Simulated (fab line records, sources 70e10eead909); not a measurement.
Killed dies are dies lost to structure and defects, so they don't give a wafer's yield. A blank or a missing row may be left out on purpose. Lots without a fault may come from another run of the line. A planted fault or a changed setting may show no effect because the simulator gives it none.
fab line records | flow nand_harc
record lots=13 wafers=39 last_day=25
route steps=1159 shown P_GATE@145
lots that met no fault: from a run of the same line without faults
start_h: hours from the record's first day to the start of the lot's first wafer shown | wait_h: hours since the lot's step before | " the same as in the row above | L1.1+2: a row that stands for several wafers | - no value, or no start given | * or withheld: withheld | < > ~ a bound
route shown NAME@n: a module of which the file shows steps, and the number in the route of the first | usual: mean/standard deviation of fault-free wafers | same: alike in all rows | chamber/n: place in a boat | sites: the reading at each site | _std_site: their standard deviation | _edge_site: outer sites' mean less inner sites' | radius_mm: how far each site lies from the wafer's centre | mask NAME#n: copy n | behind: the tool/chamber that last shaped the wafer | hold: why the lot was held/for how many hours/how that ended | device: the transistor (n, p or np) that didn't switch | end of line: the same wafers' tests at the end of the route | a step without rows: its recipe alone | killed: dies lost to structure and defects at the first sort, not the wafer's yield | map: a wafer's dies, x killed, . not, _ none there
set.NAME: the setting as run; set.NAME@STEP: as run at that earlier step | model.NAME: the simulator's own value behind a step, which no gauge read
steps of the route over a sample of lots; a table a step, a row a wafer
services: from which hour (start_h, from the record's first day; less than 0 if before it) a tool's chamber was out of use, for how many hours, and why
## steps
# step NHARC_P_GATE_ETCH_104
# recipe target_depth_a=600 time_s=withheld cf4_flow_sccm=100 chf3_flow_sccm=30 ar_flow_sccm=0 rf_w=500 bias_w=200 chemistry=CF4/CHF3
# usual drypump_motor_current_A=5.8/0.45 oes_product_au=0.948/0.022 rf_vpp_V=371.3/2.6 showerhead_plenum_p_Torr=1.60/0.077 throttle_valve_pct=16.803/0.0097
# columns lot.wafer tool chamber start_h wait_h drypump_motor_current_A oes_product_au rf_vpp_V showerhead_plenum_p_Torr throttle_valve_pct
L544.3 rie_diel-10 1 101.69 0.1 5.7 0.936 369.2 1.48 16.802
L544.4 " 2 " " 6.8 0.914 374.8 1.67 16.797
L544.5 " 1 " " 5.8 0.918 368.0 1.48 16.807
L545.4 rie_diel-09 1 108.31 0.1 5.2 0.965 373.5 1.66 16.798
L545.3 " 3 " " 6.2 0.978 375.1 1.70 16.796
L545.6 " 2 " " 5.6 0.968 372.0 1.61 16.820
L546.2 rie_diel-09 1 115.88 0.2 5.2 0.939 372.1 1.66 16.816
L546.5 " 2 " " 5.6 0.931 370.4 1.60 16.802
L546.6 " 3 " " 6.2 0.931 373.9 1.70 16.801
L548.2 rie_diel-09 2 126.07 0.2 5.6 0.946 370.6 1.60 16.811
L548.5 " 0 " " 5.5 0.952 367.2 1.51 16.808
L548.6 " 2 " " 5.6 0.944 369.9 1.60 16.803
L550.2 rie_diel-10 3 139.28 0.1 5.5 0.978 371.1 1.60 16.808
L550.5 " 2 " " 6.8 0.966 373.9 1.67 16.805
L550.6 " 3 " " 5.5 0.983 371.3 1.60 16.810
L555.1 rie_diel-10 2 175.33 0.1 6.7 0.967 373.9 1.66 16.812
L555.4 " 3 " " 5.4 0.986 370.7 1.59 16.811
L555.5 " 2 " " 6.7 0.974 373.5 1.66 16.802
L556.1 rie_diel-10 0 175.95 0.1 5.7 0.963 373.8 1.68 16.804
L556.6 " 0 " " 5.7 0.950 375.1 1.68 16.821
L556.5 " 1 " " 5.7 0.971 367.0 1.48 16.807
L557.1 rie_diel-02 2 184.36 0.1 5.9 0.929 376.0 1.70 16.815
L557.2 " 3 " " 5.5 0.933 368.5 1.50 16.810
L557.5 " 3 " " 5.5 0.923 369.0 1.50 16.796
L558.3 rie_diel-02 2 184.39 0.1 5.9 0.921 376.1 1.70 16.792
L558.5 " 1 " " 5.6 0.914 371.4 1.59 16.799
L558.6 " 2 " " 5.9 0.916 375.4 1.70 16.798
L559.4 rie_diel-10 2 196.28 0.1 6.7 0.935 373.8 1.66 16.789
L559.1 " 3 " " 5.5 0.946 372.8 1.59 16.819
L559.6 " 3 " " 5.5 0.945 369.6 1.59 16.801
L563.4 rie_diel-10 2 215.90 0.1 6.7 0.943 375.4 1.66 16.792
L563.2 " 1 " " 5.7 0.933 368.4 1.48 16.816
L563.5 " 2 " " 6.7 0.940 373.4 1.66 16.806
L564.1 rie_diel-09 1 216.06 0.1 5.2 0.951 372.1 1.65 16.800
L564.2 " 3 " " 6.2 0.929 372.9 1.69 16.809
L564.5 " 0 " " 5.6 0.946 367.4 1.50 16.795
L565.3 rie_diel-02 3 227.17 0.1 5.5 0.910 369.9 1.50 16.807
L565.2 " 0 " " 5.8 0.927 370.0 1.58 16.817
L565.5 " 0 " " 5.8 0.930 371.7 1.58 16.805
# step NHARC_P_GATE_HM_OPEN_105
# recipe target_depth_a=3600 o2_flow_sccm=400 cos_flow_sccm=20 ar_flow_sccm=0 rf_w=500 bias_w=300 chemistry=O2/COS
# usual drypump_motor_current_A=5.8/0.42 oes_product_au=0.997/0.011 rf_vpp_V=468/3.4 showerhead_plenum_p_Torr=3.17/0.16 throttle_valve_pct=28.329/0.0099
# columns lot.wafer tool chamber start_h wait_h drypump_motor_current_A oes_product_au rf_hours_counter_h rf_vpp_V showerhead_plenum_p_Torr throttle_valve_pct
L544.3 rie_diel-10 0 - - 5.7 0.994 16 472 3.35 28.315
L544.4 " 1 " " 5.7 1.017 16 463 2.94 28.334
L544.5 " 3 " " 5.5 0.992 - 468 3.17 28.332
L545.3 rie_diel-09 1 - - 5.2 0.995 9 471 3.30 28.330
L545.4 " 2 " " 5.6 1.002 8 470 3.19 28.330
L545.6 " 1 " " 5.2 0.999 - 472 3.30 28.321
L546.2 rie_diel-09 2 - - 5.6 1.008 11 468 3.18 28.335
L546.5 " 3 " " 6.2 1.002 - 473 3.37 28.319
L546.6 " 0 " " 5.6 1.004 - 465 3.00 28.316
L548.2 rie_diel-09 2 - - 5.6 1.015 15 469 3.18 28.322
L548.6 " 2 " " 5.6 1.000 - 469 3.18 28.309
L548.5 " 0 " " 5.6 1.011 - 464 3.00 28.336
L550.2 rie_diel-10 2 - - 6.7 0.985 24 470 3.31 28.340
L550.6 " 0 " " 5.7 0.997 - 471 3.34 28.318
L550.5 " 1 " " 5.8 0.995 - 463 2.94 28.311
L555.1 rie_diel-10 0 - - 5.7 0.994 31 472 3.34 28.314
L555.4 " 1 " " 5.7 1.016 28 463 2.93 28.334
L555.5 " 0 " " 5.7 1.004 - 472 3.34 28.331
L556.1 rie_diel-10 1 - - 5.7 1.012 28 463 2.93 28.315
L556.5 " 0 " " 5.7 0.996 - 473 3.34 28.335
L556.6 " 1 " " 5.7 1.010 - 463 2.93 28.316
L557.1 rie_diel-02 1 - - 5.6 0.973 9 468 3.16 28.345
L557.2 " 3 " " 5.6 0.994 9 465 2.98 28.317
L557.5 " 2 " " 5.9 0.990 - 472 3.37 28.344
L558.3 rie_diel-02 3 - - 5.6 0.990 9 463 2.98 28.342
L558.6 " 1 " " 5.6 0.984 - 467 3.16 28.343
L558.5 " 2 " " 5.9 0.988 - 472 3.37 28.324
L559.4 rie_diel-10 1 - - 5.8 0.987 3 464 2.93 28.333
L559.1 " 0 " " 5.7 1.010 2 469 3.34 28.331
L559.6 " 1 " " 5.8 0.987 - 463 2.93 28.321
L563.4 rie_diel-10 1 - - 5.7 0.979 5 463 2.93 28.345
L563.2 " 2 " " 6.7 0.977 10 470 3.30 28.334
L563.5 " 1 " " 5.7 0.977 - 462 2.93 28.336
L564.1 rie_diel-09 3 - - 6.2 1.013 48 471 3.35 28.339
L564.2 " 1 " " 5.2 1.008 49 472 3.28 28.322
L564.5 " 3 " " 6.2 0.991 - 472 3.35 28.338
L565.3 rie_diel-02 0 - - 5.8 1.004 27 468 3.14 28.323
L565.2 " 3 " " 5.6 0.999 26 463 2.97 28.315
L565.5 " 1 " " 5.6 0.975 - 468 3.15 28.340
# step NHARC_P_GATE_DESCUM_48
# recipe time_s=3 o2_flow_sccm=200 ar_flow_sccm=0 bias_power_w=0 chemistry=O2
# usual drypump_motor_current_A=5.8/0.41 oes_product_au=0.998/0.01 rf_vpp_V=58.0/1 showerhead_plenum_p_Torr=1.95/0.095 throttle_valve_pct=11.311/0.009
# columns lot.wafer tool chamber start_h wait_h drypump_motor_current_A oes_product_au rf_hours_counter_h rf_vpp_V showerhead_plenum_p_Torr throttle_valve_pct
L544.4 rie_diel-02 1 113.53 - 5.6 0.999 53 58.0 1.95 11.321
L544.3 " 2 " " 5.9 0.981 44 57.9 1.76 11.299
L544.5 " 0 " " 5.8 1.004 - 57.7 1.94 11.321
L545.3 rie_diel-10 0 120.05 - 5.7 0.995 20 59.1 2.06 11.312
L545.6 " 0 " " 5.7 0.987 - 58.2 2.06 11.322
L545.4 " 3 " " 5.4 0.996 - 57.4 1.94 11.313
L546.2 rie_diel-10 2 127.68 - 6.8 0.991 21 59.9 2.03 11.303
L546.5 " 0 " " 5.7 0.989 - 56.9 2.06 11.312
L546.6 " 1 " " 5.7 1.004 - 57.5 1.79 11.309
L548.2 rie_diel-02 2 138.22 - 5.9 0.995 52 56.9 1.76 11.302
L548.6 " 1 " " 5.6 0.991 - 59.0 1.94 11.313
L548.5 " 2 " " 5.9 0.998 - 58.5 1.76 11.324
L550.2 rie_diel-10 1 151.36 - 5.7 1.007 23 57.6 1.79 11.310
L550.5 " 1 " " 5.8 1.008 - 56.6 1.79 11.312
L550.6 " 0 " " 5.7 1.001 - 58.8 2.05 11.315
L555.4 rie_diel-09 3 187.04 - 6.2 0.993 37 58.4 2.06 11.316
L555.1 " 0 " " 5.6 1.000 37 55.6 1.82 11.309
L555.5 " 2 " " 5.6 1.004 - 58.0 1.94 11.303
L556.1 rie_diel-10 3 187.91 - 5.4 0.986 1 57.5 1.94 11.311
L556.5 " 1 " " 5.8 0.980 - 56.2 1.79 11.322
L556.6 " 3 " " 5.5 0.997 - 58.7 1.94 11.310
L558.3 rie_diel-02 1 196.60 - 5.6 0.988 15 58.5 1.94 11.297
L558.6 " 3 " " 5.5 0.990 - 58.9 1.82 11.307
L558.5 " 0 " " 5.8 1.006 - 57.1 1.93 11.312
L557.2 rie_diel-10 1 196.75 - 5.7 0.996 4 57.6 1.79 11.317
L557.1 " 2 " " 6.7 0.980 3 58.9 2.03 11.327
L557.5 " 1 " " 5.7 0.991 - 57.2 1.79 11.319
L559.1 rie_diel-10 2 208.72 - 6.7 0.974 8 58.7 2.03 11.297
L559.4 " 2 " " 6.7 0.988 - 59.5 2.03 11.323
L559.6 " 0 " " 5.7 1.006 - 57.5 2.05 11.310
L563.2 rie_diel-10 0 228.18 - 5.7 1.003 11 58.4 2.05 11.315
L563.4 " 2 " " 6.7 0.991 13 58.2 2.03 11.323
L563.5 " 0 " " 5.7 1.018 - 58.1 2.05 11.330
L564.1 rie_diel-10 1 229.22 - 5.8 0.997 8 55.7 1.79 11.312
L564.2 " 2 " " 6.7 0.983 13 57.7 2.03 11.311
L564.5 " 3 " " 5.5 1.002 - 59.6 1.94 11.314
L565.2 rie_diel-02 0 239.31 - 5.8 1.006 32 56.8 1.92 11.315
L565.3 " 1 " " 5.6 0.978 33 58.2 1.93 11.295
L565.5 " 0 " " 5.8 1.013 - 58.5 1.92 11.319
# step NHARC_P_GATE_EXPOSE_56
# recipe na=0.6 target_cd_nm=720 dose_mj=14.81 mask_id=P_PSD
# usual exposure_dose_mJ_cm2=14.810/0.014
# columns lot.wafer tool chamber start_h wait_h mask exposure_dose_mJ_cm2
L544.3 krf_scanner-01 0 114.97 - P_PSD#0 14.807
L544.4 " 0 " " P_PSD#0 14.789
L544.5 " 0 " " P_PSD#0 14.797
L545.3 krf_scanner-03 0 121.53 - P_PSD#0 14.830
L545.4 " 0 " " P_PSD#0 14.815
L545.6 " 0 " " P_PSD#0 14.835
L546.2 krf_scanner-01 0 129.10 - P_HVN#0 14.813
L546.5 " 0 " " P_HVN#0 14.804
L546.6 " 0 " " P_HVN#0 14.822
L548.2 krf_scanner-03 0 139.55 - P_PSD#0 14.796
L548.5 " 0 " " P_PSD#0 14.817
L548.6 " 0 " " P_PSD#0 14.818
L550.2 krf_scanner-01 0 152.86 - P_PSD#0 14.818
L550.5 " 0 " " P_PSD#0 14.818
L550.6 " 0 " " P_PSD#0 14.821
L555.1 krf_scanner-04 0 188.33 - P_PSD#0 14.817
L555.4 " 0 " " P_PSD#0 14.794
L555.5 " 0 " " P_PSD#0 14.803
L556.1 krf_scanner-01 0 189.34 - P_PSD#0 14.828
L556.5 " 0 " " P_PSD#0 14.799
L556.6 " 0 " " P_PSD#0 14.816
L558.3 krf_scanner-04 0 198.03 - P_PSD#0 14.803
L558.5 " 0 " " P_PSD#0 14.818
L558.6 " 0 " " P_PSD#0 14.804
L557.1 krf_scanner-01 0 198.25 - P_PSD#0 14.782
L557.2 " 0 " " P_PSD#0 14.823
L557.5 " 0 " " P_PSD#0 14.815
L559.1 krf_scanner-01 0 210.32 - P_PSD#0 14.820
L559.4 " 0 " " P_PSD#0 14.801
L559.6 " 0 " " P_PSD#0 14.812
L563.2 krf_scanner-04 0 229.63 - P_PSD#0 14.815
L563.4 " 0 " " P_PSD#0 14.789
L563.5 " 0 " " P_PSD#0 14.780
L564.1 krf_scanner-04 0 230.50 - P_PSD#0 14.798
L564.2 " 0 " " P_PSD#0 14.806
L564.5 " 0 " " P_PSD#0 14.804
L565.2 krf_scanner-01 0 240.77 - P_PSD#0 14.838
L565.3 " 0 " " P_PSD#0 14.807
L565.5 " 0 " " P_PSD#0 14.814
# step NHARC_P_GATE_CD_MEAS_59
# recipe target_cd_nm=720 landing_energy_ev=500
# usual cd_nm=720.5/2
# columns lot.wafer tool chamber start_h wait_h cd_nm
L544.3 cd_sem-03 0 115.12 - 719.1
L544.4 " 0 " " 720.6
L544.5 " 0 " " 719.5
L545.3 cd_sem-01 0 121.68 - 719.8
L545.4 " 0 " " 722.6
L545.6 " 0 " " 718.5
L546.2 cd_sem-03 0 129.25 - -
L546.5 " 0 " " -
L546.6 " 0 " " -
L548.2 cd_sem-02 0 139.71 - 722.1
L548.5 " 0 " " 720.3
L548.6 " 0 " " 721.0
L550.2 cd_sem-02 0 153.02 - 717.9
L550.5 " 0 " " 718.1
L550.6 " 0 " " 722.6
L555.1 cd_sem-03 0 188.49 - 725.3
L555.4 " 0 " " 720.3
L555.5 " 0 " " 720.5
L556.1 cd_sem-03 0 189.49 - 721.8
L556.5 " 0 " " 722.2
L556.6 " 0 " " 723.0
L558.3 cd_sem-01 0 198.19 - 720.1
L558.5 " 0 " " 718.1
L558.6 " 0 " " 719.8
L557.1 cd_sem-03 0 198.40 - 720.7
L557.2 " 0 " " 719.9
L557.5 " 0 " " 719.9
L559.1 cd_sem-03 0 210.48 - 716.6
L559.4 " 0 " " 717.8
L559.6 " 0 " " 723.5
L563.2 cd_sem-02 0 229.78 - 726.7
L563.4 " 0 " " 724.5
L563.5 " 0 " " 721.6
L564.1 cd_sem-03 0 230.66 - 721.4
L564.2 " 0 " " 721.0
L564.5 " 0 " " 720.8
L565.2 cd_sem-03 0 240.93 - 717.3
L565.3 " 0 " " 721.8
L565.5 " 0 " " 719.5
## services
# columns tool chamber start_h hours kind
rie_diel-10 0 82.26 - clean
rie_diel-10 1 82.26 - clean
rie_diel-10 2 82.26 - clean
rie_diel-10 3 82.26 - clean
krf_scanner-01 - 84.00 4.0 pm
rie_diel-10 0 93.42 5.2 repair
krf_scanner-03 - 101.11 0.6 repair
rie_diel-10 0 106.76 - clean
rie_diel-10 1 106.76 - clean
rie_diel-10 2 106.76 - clean
rie_diel-10 3 106.76 - clean
rie_diel-10 1 108.33 12.8 repair
krf_scanner-04 - 126.00 4.0 pm
rie_diel-10 0 131.26 - clean
rie_diel-10 1 131.26 - clean
rie_diel-10 2 131.26 - clean
rie_diel-10 3 142.10 11.2 repair
krf_scanner-01 - 146.33 1.7 repair
rie_diel-02 - 150.73 9.0 pm
krf_scanner-03 - 171.87 4.0 pm
krf_scanner-04 - 186.66 0.2 repair
rie_diel-09 0 192.44 7.7 repair
rie_diel-10 1 200.45 14.6 repair
rie_diel-10 3 205.37 8.3 repair
## key
first_sign step=NHARC_P_GATE_EXPOSE_56 reading=mask direction=changed
effect step=NHARC_P_GATE_CD_MEAS_59 reading=cd_nm direction=missing
met_at NHARC_P_GATE_EXPOSE_56
struck_lots L546
later_rows_left_out L546.2,L546.5,L546.6
sort_left_out L546.2,L546.5,L546.6
tester_left_out L546
not_acting_at NHARC_P_GATE_ETCH_104,NHARC_P_GATE_HM_OPEN_105,NHARC_P_GATE_DESCUM_48
onset_between 114.97 129.10
fault kind=wrong_mask tool=any chamber=- onset_h=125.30 steps=NHARC_P_GATE_EXPOSE_56 aux_copy=P_HVN#0 scope=struck_lots_only
# tester_left_out: of these lots the tester's yield and bins aren't shown, on N5 and GAA mostly nor the transistor test; their killed dies are dies lost to structure and defects alone, not to doping, threshold or leakage, so they don't give the yield
# sort_left_out: the simulated sort isn't trusted on such a fault, so these wafers' sort isn't shown, and their yield isn't known
# later_rows_left_out: the simulator's readings of these wafers behind a module that went badly wrong aren't trusted and aren't shown, but for the sort
